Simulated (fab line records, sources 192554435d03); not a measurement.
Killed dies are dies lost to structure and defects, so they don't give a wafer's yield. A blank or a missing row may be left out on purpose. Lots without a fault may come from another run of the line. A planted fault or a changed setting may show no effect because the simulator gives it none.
fab line records | flow n5_finfet
record lots=6 wafers=18 last_day=17
route steps=1938 shown BEOL_M10@1531 BEOL_M11@1536
lots that met no fault: from a run of the same line without faults
start_h: hours from the record's first day to the start of the lot's first wafer shown | wait_h: hours since the lot's step before | " the same as in the row above | L1.1+2: a row that stands for several wafers | - no value, or no start given | * or withheld: withheld | < > ~ a bound
route shown NAME@n: a module of which the file shows steps, and the number in the route of the first | usual: mean/standard deviation of fault-free wafers | same: alike in all rows | chamber/n: place in a boat | sites: the reading at each site | _std_site: their standard deviation | _edge_site: outer sites' mean less inner sites' | radius_mm: how far each site lies from the wafer's centre | mask NAME#n: copy n | behind: the tool/chamber that last shaped the wafer | hold: why the lot was held/for how many hours/how that ended | device: the transistor (n, p or np) that didn't switch | end of line: the same wafers' tests at the end of the route | a step without rows: its recipe alone | killed: dies lost to structure and defects at the first sort, not the wafer's yield | map: a wafer's dies, x killed, . not, _ none there
set.NAME: the setting as run; set.NAME@STEP: as run at that earlier step | model.NAME: the simulator's own value behind a step, which no gauge read
lots at some steps of the route; a table a step, a row a wafer
services: from which hour (start_h, from the record's first day; less than 0 if before it) a tool's chamber was out of use, for how many hours, and why
## steps
# step N5_BEOL_M10_THK_MEAS_53
# recipe thk_meas_gauge=xrf reads=Cu_of_BEOL_M10_ECD_50
# usual M10_THK=136/3.7
# columns lot.wafer tool chamber start_h wait_h M10_THK[nm]
L311.1 film_metro-02 - 249.80 - 136
L311.5 " - " " 138
L311.6 " - " " 128
L312.1 film_metro-02 - 253.96 - 138
L312.5 " - " " 138
L312.6 " - " " 137
L317.1 film_metro-02 - 275.92 - 144
L317.3 " - " " 137
L317.4 " - " " 133
L320.3 film_metro-02 - 303.70 - 139
L320.4 " - " " 136
L320.5 " - " " 139
L323.2 film_metro-02 - 323.08 - 137
L323.3 " - " " 140
L323.5 " - " " 138
L329.3 film_metro-02 - 363.76 - 136
L329.4 " - " " 141
L329.6 " - " " 137
# step N5_BEOL_M10_PRE_CLEAN_55
# recipe gas=NH3 time_s=15 temp_c=withheld rf_power_w=300
# step N5_BEOL_M10_DEP_56
# recipe material=SiCN target_thk_a=150 temp_c=withheld precursor=3MS/NH3 pressure_torr=3 rf_w=202 time_s=26.5
# step N5_BEOL_M10_RS_MEAS_57
# recipe thk_meas_gauge=four-point-probe reads=Cu_of_BEOL_M10_ECD_50+Co_of_BEOL_M10_CVD_75+TaN_of_BEOL_M10_ALD_74
# usual M10_RS=0.153/0.0045
# columns lot.wafer tool chamber start_h wait_h M10_RS[ohm/sq]
L311.1 film_metro-02 - 249.94 0.1 0.154
L311.5 " - " " 0.151
L311.6 " - " " 0.164
L312.1 film_metro-02 - 254.10 0.1 0.153
L312.5 " - " " 0.153
L312.6 " - " " 0.154
L317.1 film_metro-01 - 276.05 0.1 0.145
L317.3 " - " " 0.152
L317.4 " - " " 0.157
L320.3 film_metro-02 - 303.84 0.1 0.149
L320.4 " - " " 0.152
L320.5 " - " " 0.149
L323.2 film_metro-02 - 323.21 0.1 0.151
L323.3 " - " " 0.148
L323.5 " - " " 0.151
L329.3 film_metro-02 - 363.90 0.1 0.154
L329.4 " - " " 0.148
L329.6 " - " " 0.152
# step N5_BEOL_M10_INSPECT_58
# recipe inspect_instrument=darkfield mode=post_dep
# usual raw_defect_count=79/26
# columns lot.wafer tool chamber start_h wait_h raw_defect_count
L311.1 defect_inspect-02 - 249.96 0.0 92
L311.5 " - " " 45
L311.6 " - " " 57
L312.1 defect_inspect-01 - 254.12 0.0 95
L312.5 " - " " 58
L312.6 " - " " 73
L317.1 defect_inspect-02 - 276.08 0.0 52
L317.3 " - " " 76
L317.4 " - " " 53
L320.3 defect_inspect-01 - 303.86 0.0 71
L320.4 " - " " 79
L320.5 " - " " 44
L323.2 defect_inspect-01 - 323.24 0.0 140
L323.3 " - " " 108
L323.5 " - " " 80
L329.3 defect_inspect-02 - 363.92 0.0 61
L329.4 " - " " 86
L329.6 " - " " 94
# step N5_BEOL_M11_ILD_DEP_00
# recipe material=SiCOH_lowk target_thk_a=3085.1 temp_c=300 precursor=DEMS/porogen pressure_torr=5 rf_w=500 time_s=58
# usual heater_power_w=294/49 showerhead_plenum_p_Torr=5.739/0.017 throttle_valve_pct=13.9/0.69
# columns lot.wafer tool chamber start_h wait_h heater_power_w showerhead_plenum_p_Torr throttle_valve_pct
L311.1 pecvd-01 2 250.00 0.0 249 5.740 13.7
L311.5 " 2 " " 254 5.744 13.5
L311.6 " 0 " " 271 5.742 13.0
L312.1 pecvd-03 1 254.16 0.0 252 5.699 13.8
L312.5 " 2 " " 289 5.762 13.6
L312.6 " 0 " " 334 5.722 15.2
L317.1 pecvd-02 0 276.11 0.0 404 5.743 13.1
L317.3 " 1 " " 319 5.754 14.9
L317.4 " 1 " " 315 5.746 14.9
L320.3 pecvd-01 0 303.90 0.0 262 5.747 13.2
L320.4 " 2 " " 219 5.729 13.6
L320.5 " 0 " " 275 5.765 13.3
L323.2 pecvd-02 1 323.27 0.0 305 5.734 14.5
L323.3 " 2 " " 266 5.707 13.6
L323.5 " 0 " " 378 5.750 13.2
L329.3 pecvd-02 1 363.96 0.0 314 5.738 14.5
L329.4 " 1 " " 245 5.750 14.7
L329.6 " 0 " " 345 5.737 13.1
# step N5_BEOL_M11_CURE_71
# recipe temp_c=385 time_s=240 ambient=He/Ar material=SiCOH_lowk
# usual lamp_power_pct=52.32/0.055 wafer_temp_C_max=386.7/0.57
# columns lot.wafer tool chamber start_h wait_h lamp_power_pct wafer_temp_C_max
L311.1 uv_cure-03 2 250.08 0.0 52.36 386.6
L311.5 " 2 " " 52.29 387.0
L311.6 " 2 " " 52.34 387.6
L312.1 uv_cure-01 2 254.24 0.0 52.38 387.5
L312.5 " 2 " " 52.31 387.0
L312.6 " 2 " " 52.26 386.2
L317.1 uv_cure-02 0 276.19 0.0 52.34 385.7
L317.3 " 0 " " 52.36 385.8
L317.4 " 0 " " 52.42 385.9
L320.3 uv_cure-03 1 304.34 0.4 52.21 386.5
L320.4 " 1 " " 52.28 386.7
L320.5 " 1 " " 52.31 386.5
L323.2 uv_cure-02 0 323.51 0.2 52.34 386.0
L323.3 " 0 " " 52.32 386.0
L323.5 " 0 " " 52.32 386.1
L329.3 uv_cure-03 1 364.20 0.2 52.26 387.0
L329.4 " 1 " " 52.35 386.4
L329.6 " 1 " " 52.30 387.1
# step N5_BEOL_M11_THK_MEAS_01
# recipe reads=SiCOH_lowk_of_BEOL_M11_ILD_DEP_00
# usual M11_ILD_THK=267/5
# columns lot.wafer tool chamber start_h wait_h M11_ILD_THK[nm]
L311.1 film_metro-02 - 250.59 0.4 269
L311.5 " - " " 273
L311.6 " - " " 273
L312.1 film_metro-01 - 254.75 0.4 263
L312.5 " - " " 275
L312.6 " - " " 272
L317.1 film_metro-01 - 276.71 0.4 268
L317.3 " - " " 261
L317.4 " - " " 265
L320.3 film_metro-01 - 304.69 0.3 270
L320.4 " - " " 268
L320.5 " - " " 276
L323.2 film_metro-01 - 324.34 0.7 261
L323.3 " - " " 263
L323.5 " - " " 267
L329.3 film_metro-02 - 364.55 0.3 259
L329.4 " - " " 262
L329.6 " - " " 261
# step N5_BEOL_M11_PECVD_70
# recipe material=SiO2 target_thk_a=200 temp_c=400 precursor=TEOS/O2 pressure_torr=5.5 rf_w=450 teos_flow_sccm=53.8 gas=O2 flow_sccm=3000 time_s=22.7
# usual heater_power_w=675/95 showerhead_plenum_p_Torr=8.79/0.059 throttle_valve_pct=22.3/1
# columns lot.wafer tool chamber start_h wait_h heater_power_w showerhead_plenum_p_Torr throttle_valve_pct
L311.1 pecvd-03 0 250.63 0.0 739 8.71 24.8
L311.5 " 1 " " 602 8.69 22.5
L311.6 " 2 " " 789 8.86 21.8
L312.1 pecvd-01 1 254.79 0.0 638 8.82 22.1
L312.5 " 2 " " 497 8.73 22.0
L312.6 " 1 " " 632 8.84 22.1
L317.1 pecvd-03 0 276.74 0.0 717 8.72 24.6
L317.3 " 2 " " 783 8.88 22.1
L317.4 " 0 " " 746 8.71 24.8
L320.3 pecvd-01 1 304.73 0.0 576 8.86 22.0
L320.4 " 1 " " 581 8.86 22.3
L320.5 " 0 " " 655 8.80 21.5
L323.2 pecvd-01 1 324.39 0.0 655 8.84 22.3
L323.3 " 0 " " 720 8.83 21.3
L323.5 " 2 " " 596 8.74 22.0
L329.3 pecvd-01 1 364.60 0.1 610 8.82 22.2
L329.4 " 0 " " 604 8.83 21.5
L329.6 " 1 " " 618 8.85 22.3
# step N5_BEOL_M11_HM_DEP_02
# recipe material=TiN target_thk_a=200 temp_c=25 chamber_pressure_pa=0.49996
# step N5_BEOL_M11_COAT_59
# recipe resist=SOC temp_c=250 time_s=60 spin_rpm=1500 resist_thk_nm=100
# step N5_BEOL_M11_COAT_60
# recipe resist=SiARC temp_c=220 time_s=60 spin_rpm=1500 resist_thk_nm=30
# step N5_BEOL_M11_COAT_05
# recipe resist=CAR-ArF spin_rpm=1500 resist_thk_nm=90
# usual spin_speed_rpm=1500.0/0.92
# columns lot.wafer tool chamber start_h wait_h spin_speed_rpm model.CAR-ArF_of_BEOL_M11_COAT_05.thk_nm
L311.1 litho_track-04 0 251.66 - 1501.1 90
L311.5 " 0 " " 1501.2 90
L311.6 " 0 " " 1501.2 90
L312.1 litho_track-03 0 255.56 - 1499.4 90.2
L312.5 " 0 " " 1499.5 90.2
L312.6 " 0 " " 1498.9 90.4
L317.1 litho_track-03 0 278.56 - 1364.1 94.2
L317.3 " 0 " " 1365.5 94.6
L317.4 " 0 " " 1366.1 94.2
L320.3 litho_track-03 0 306.70 - 1366.8 94.2
L320.4 " 0 " " 1365.8 94
L320.5 " 0 " " 1366.7 94.4
L323.2 litho_track-04 0 327.81 - 1501.2 90
L323.3 " 0 " " 1501.0 90.2
L323.5 " 0 " " 1500.9 90.2
L329.3 litho_track-04 0 365.26 - 1499.8 89.6
L329.4 " 0 " " 1499.4 89.6
L329.6 " 0 " " 1499.5 89.8
# step N5_BEOL_M11_EBR_07
# recipe solvent=PGMEA ebr_width_mm=1.5
# step N5_BEOL_M11_SOFTBAKE_06
# recipe temp_c=110 time_s=60 resist=CAR-ArF
# step N5_BEOL_M11_EXPOSE_08
# recipe mask_id=M11 na=1.35 source_shape=dipole sigma_inner=0.411 sigma_outer=0.611 polarization=te dose_mj=53.75
# step N5_BEOL_M11_PEB_09
# recipe peb_temp_c=withheld peb_time_s=60 resist=CAR-ArF
# step N5_BEOL_M11_DEVELOP_10
# recipe develop_time_s=30 developer=TMAH resist=CAR-ArF rinse_liquid=diw dry=air_spin dev_temp_c=23
# step N5_BEOL_M11_CD_MEAS_11
# recipe target_cd_nm=64.1 landing_energy_ev=500 detector=se_inlens polarity=opening
# usual cd_nm=64.2/0.81
# columns lot.wafer tool chamber start_h wait_h cd_nm
L311.1 cd_sem-01 0 252.02 - 62.5
L311.5 " 0 " " 62.8
L311.6 " 0 " " 63.8
L312.1 cd_sem-02 0 255.92 - 64.5
L312.5 " 0 " " 64.0
L312.6 " 0 " " 64.0
L317.1 cd_sem-01 0 278.92 - 64.3
L317.3 " 0 " " 64.1
L317.4 " 0 " " 63.7
L320.3 cd_sem-02 0 306.94 - 62.6
L320.4 " 0 " " 65.3
L320.5 " 0 " " 64.0
L323.2 cd_sem-02 0 328.17 - 64.4
L323.3 " 0 " " 64.0
L323.5 " 0 " " 64.5
L329.3 cd_sem-01 0 365.62 - 63.6
L329.4 " 0 " " 65.2
L329.6 " 0 " " 63.6
# step N5_BEOL_M11_OVL_MEAS_12
# recipe points_per_wafer=44
# usual M11_OVL=-0.6/0.85
# columns lot.wafer tool chamber start_h wait_h M11_OVL[nm]
L311.1 overlay-02 0 252.05 0.0 -0.1
L311.5 " 0 " " 1.0
L311.6 " 0 " " 0.9
L312.1 overlay-01 0 255.95 0.0 -1.4
L312.5 " 0 " " -1.3
L312.6 " 0 " " -1.5
L317.1 overlay-01 0 278.95 0.0 1.1
L317.3 " 0 " " 1.4
L317.4 " 0 " " 0.6
L320.3 overlay-01 0 306.97 0.0 -1.0
L320.4 " 0 " " -1.4
L320.5 " 0 " " -1.1
L323.2 overlay-01 0 328.20 0.0 0.0
L323.3 " 0 " " 0.2
L323.5 " 0 " " 0.1
L329.3 overlay-01 0 365.65 0.0 -0.2
L329.4 " 0 " " -0.1
L329.6 " 0 " " -1.0
# step N5_BEOL_M11_INSPECT_13
# recipe mode=adi inspect_instrument=brightfield
# usual raw_defect_count=403/83
# columns lot.wafer tool chamber start_h wait_h raw_defect_count
L311.1 defect_inspect-01 - 252.07 0.0 465
L311.5 " - " " 423
L311.6 " - " " 352
L312.1 defect_inspect-01 - 255.97 0.0 388
L312.5 " - " " 380
L312.6 " - " " 372
L317.1 defect_inspect-01 - 278.98 0.0 344
L317.3 " - " " 481
L317.4 " - " " 454
L320.3 defect_inspect-02 - 307.00 0.0 349
L320.4 " - " " 309
L320.5 " - " " 323
L323.2 defect_inspect-02 - 328.22 0.0 436
L323.3 " - " " 821
L323.5 " - " " 455
L329.3 defect_inspect-02 - 365.67 0.0 339
L329.4 " - " " 354
L329.6 " - " " 415
# step N5_BEOL_M11_DESCUM_16
# recipe chemistry=O2 time_s=7.9 source_power_w=50 bias_power_w=20 pressure_mtorr=20 rf_frequency_hz=2.712e+07 temp_c=40 resist=CAR-ArF o2_flow_sccm=225
# usual drypump_motor_current_A=5.9/0.47 oes_product_au=0.82/0.083 rf_vpp_V=243.0/1.3 showerhead_plenum_p_Torr=2.08/0.07 throttle_valve_pct=20.36/0.28
# columns lot.wafer tool chamber start_h wait_h drypump_motor_current_A oes_product_au rf_hours_counter_h rf_vpp_V showerhead_plenum_p_Torr throttle_valve_pct
L311.1 rie_diel-06 3 252.11 0.0 5.4 0.87 56 246.0 2.23 20.28
L311.5 " 3 " " 5.4 0.87 - 245.3 2.23 20.28
L311.6 " 2 " " 5.4 0.73 - 242.4 2.08 20.74
L312.1 rie_diel-06 3 256.01 0.0 5.4 0.87 58 245.6 2.22 20.28
L312.5 " 2 " " 5.4 0.74 - 242.4 2.08 20.75
L312.6 " 1 " " 5.5 0.91 - 242.8 2.04 20.21
L317.1 rie_diel-06 2 279.01 0.0 5.4 0.73 192 242.6 2.08 20.75
L317.3 " 3 " " 5.4 0.86 65 244.8 2.22 20.30
L317.4 " 0 " " 6.0 0.81 108 243.6 2.13 20.75
L320.3 rie_diel-03 0 307.30 0.3 6.2 0.90 41 242.2 2.04 19.91
L320.4 " 1 " " 5.7 0.73 - 240.9 1.98 20.73
L320.5 " 0 " " 6.2 0.90 - 243.4 2.04 19.94
L323.2 rie_diel-02 3 328.26 0.0 5.3 0.79 98 240.7 2.02 20.25
L323.3 " 1 " " 6.6 0.76 136 244.0 2.11 20.27
L323.5 " 0 " " 6.2 0.98 - 244.7 2.15 19.87
L329.3 rie_diel-03 1 365.71 0.0 5.7 0.71 234 241.6 1.97 20.74
L329.4 " 3 " " 5.7 0.91 16 242.8 2.14 20.35
L329.6 " 1 " " 5.7 0.71 - 240.6 1.97 20.75
# step N5_BEOL_M11_ETCH_61
# recipe chemistry=CF4 target=SiARC target_depth_a=390 mask_material=CAR-ArF time_s=65 ion_energy_ev=80 pressure_mtorr=40 source_w=545 bias_w=36 Ar_flow_sccm=100 cf4_flow_sccm=100 ends=cleared
# usual drypump_motor_current_A=5.9/0.47 etch_rf_on_time_s=66.2/2.2 oes_product_au=0.69/0.068 rf_vpp_V=184.0/1 showerhead_plenum_p_Torr=2.13/0.061 throttle_valve_pct=15.6/0.33
# columns lot.wafer tool chamber start_h wait_h drypump_motor_current_A etch_rf_on_time_s oes_product_au rf_hours_counter_h rf_vpp_V showerhead_plenum_p_Torr throttle_valve_pct model.CAR-ArF_of_BEOL_M11_COAT_05.thk_nm
L311.1 rie_diel-06 3 252.14 0.0 5.4 67.6 0.71 56 184.8 2.25 15.3 55.6
L311.5 " 3 " " 5.4 67.2 0.71 - 185.8 2.25 15.3 55.6
L311.6 " 2 " " 5.3 70.9 0.61 - 181.6 2.14 16.0 55.6
L312.1 rie_diel-06 3 256.04 0.0 5.4 67.3 0.71 58 185.9 2.25 15.3 56
L312.5 " 2 " " 5.3 71.2 0.61 - 184.5 2.14 16.0 55.8
L312.6 " 1 " " 5.5 62.4 0.77 - 183.9 2.10 15.4 55.8
L317.1 rie_diel-06 2 279.05 0.0 5.4 69.3 0.61 192 184.2 2.14 16.1 60
L317.3 " 3 " " 5.4 66.2 0.71 65 184.7 2.25 15.3 60.2
L317.4 " 0 " " 6.0 62.7 0.69 108 185.2 2.17 15.8 59.6
L320.3 rie_diel-03 0 307.33 0.0 6.2 64.6 0.76 41 182.6 2.07 15.0 59.8
L320.4 " 1 " " 5.7 65.0 0.61 - 183.1 2.05 16.1 59.6
L320.5 " 0 " " 6.2 65.4 0.76 - 184.1 2.07 15.0 59.8
L323.2 rie_diel-02 3 328.29 0.0 5.3 64.7 0.68 98 182.7 2.08 15.5 55.4
L323.3 " 1 " " 6.6 67.3 0.64 136 184.4 2.15 15.5 55.8
L323.5 " 0 " " 6.3 65.8 0.81 - 184.3 2.21 15.1 55.6
L329.3 rie_diel-03 1 365.74 0.0 5.7 65.4 0.60 234 182.4 2.05 16.1 55
L329.4 " 3 " " 5.7 67.0 0.76 16 184.9 2.19 15.5 55.2
L329.6 " 1 " " 5.6 64.9 0.61 - 182.5 2.05 16.1 55.2
# step N5_BEOL_M11_ETCH_62
# recipe chemistry=N2/H2 target=SOC target_depth_a=1100 overetch_a=220 mask_material=SiARC temp_c=40 time_s=165 ion_energy_ev=200 pressure_mtorr=30 source_w=840 bias_w=150 n2_flow_sccm=200 h2_flow_sccm=200
# usual drypump_motor_current_A=5.9/0.47 oes_product_au=0.69/0.065 rf_vpp_V=523.6/2.2 showerhead_plenum_p_Torr=2.53/0.077 throttle_valve_pct=17.7/0.32
# columns lot.wafer tool chamber start_h wait_h drypump_motor_current_A oes_product_au rf_hours_counter_h rf_vpp_V showerhead_plenum_p_Torr throttle_valve_pct
L311.1 rie_diel-06 3 252.19 0.0 5.4 0.72 56 527.3 2.68 17.4
L311.5 " 3 " " 5.4 0.72 - 528.3 2.68 17.4
L311.6 " 2 " " 5.4 0.64 - 524.7 2.54 18.3
L312.1 rie_diel-06 3 256.09 0.0 5.4 0.73 58 528.7 2.68 17.4
L312.5 " 2 " " 5.3 0.64 - 521.8 2.54 18.3
L312.6 " 1 " " 5.5 0.75 - 524.1 2.50 17.7
L317.1 rie_diel-06 2 279.10 0.0 5.4 0.63 192 525.0 2.54 18.3
L317.3 " 3 " " 5.4 0.71 66 528.4 2.68 17.5
L317.4 " 0 " " 6.0 0.67 108 525.3 2.57 18.0
L320.3 rie_diel-03 0 307.38 0.0 6.2 0.75 41 523.6 2.49 17.5
L320.4 " 1 " " 5.7 0.61 - 521.1 2.38 17.9
L320.5 " 0 " " 6.2 0.75 - 521.6 2.49 17.5
L323.2 rie_diel-02 3 328.34 0.0 5.3 0.67 98 523.2 2.46 17.6
L323.3 " 1 " " 6.6 0.65 136 524.2 2.55 17.6
L323.5 " 0 " " 6.2 0.81 - 526.4 2.58 17.1
L329.3 rie_diel-03 1 365.79 0.0 5.7 0.59 234 520.9 2.37 17.9
L329.4 " 3 " " 5.7 0.76 16 525.3 2.60 17.7
L329.6 " 1 " " 5.7 0.60 - 520.7 2.37 17.9
## services
# columns tool chamber start_h hours kind
pecvd-03 1 263.80 5.5 scheduled_down
rie_diel-06 1 268.83 5.7 repair
pecvd-02 2 276.84 2.1 scheduled_down
uv_cure-02 - 277.50 7.5 pm
pecvd-02 2 283.41 20.6 repair
rie_diel-03 0 288.35 3.7 repair
uv_cure-02 - 288.45 18.8 repair
pecvd-03 - 290.28 1.3 repair
pecvd-01 0 292.02 5.5 scheduled_down
rie_diel-03 3 298.09 - clean
rie_diel-03 3 298.09 - consumable_replace:focus_ring
rie_diel-03 3 298.09 12.6 scheduled_down
rie_diel-03 3 298.09 12.6 vent_cycle
uv_cure-03 - 302.46 0.9 repair
rie_diel-02 0 307.50 - clean
rie_diel-02 0 307.50 - consumable_replace:focus_ring
rie_diel-02 0 307.50 16.1 scheduled_down
pecvd-01 2 308.92 2.1 scheduled_down
pecvd-01 - 316.89 0.2 repair
uv_cure-03 - 345.91 1.0 pm
uv_cure-01 - 350.47 7.5 pm
rie_diel-06 - 351.47 2.8 pm
pecvd-01 2 359.54 16.5 scheduled_down
uv_cure-01 - 362.60 2.1 pm
## key
first_sign step=N5_BEOL_M11_COAT_05 reading=spin_speed_rpm direction=down sigmas=99+ usual=* struck=*
effect none on later readings
model_effect step=N5_BEOL_M11_COAT_05 value=CAR-ArF_of_BEOL_M11_COAT_05.thk_nm without=89.97 struck=94.27
model_effect step=N5_BEOL_M11_ETCH_61 value=CAR-ArF_of_BEOL_M11_COAT_05.thk_nm without=55.53 struck=59.83
met_at N5_BEOL_M11_COAT_05
struck_wafers L317.1,L317.3,L317.4,L320.3,L320.4,L320.5
rows_end L320.3,L320.4,L320.5
onset_between 255.56 278.56
earlier_fault kind=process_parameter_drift tool=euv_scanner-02 chamber=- onset_h=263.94 steps=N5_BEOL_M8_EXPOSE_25 channel=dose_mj offset=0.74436 shape=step acts_in=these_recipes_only stated=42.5
fault kind=process_parameter_drift tool=litho_track-03 chamber=- onset_h=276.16 steps=N5_BEOL_M11_COAT_05 channel=spin_rpm offset=* shape=step acts_in=* stated=*
# rows_end: these wafers met a further fault down the route, and their rows from its step on are left out
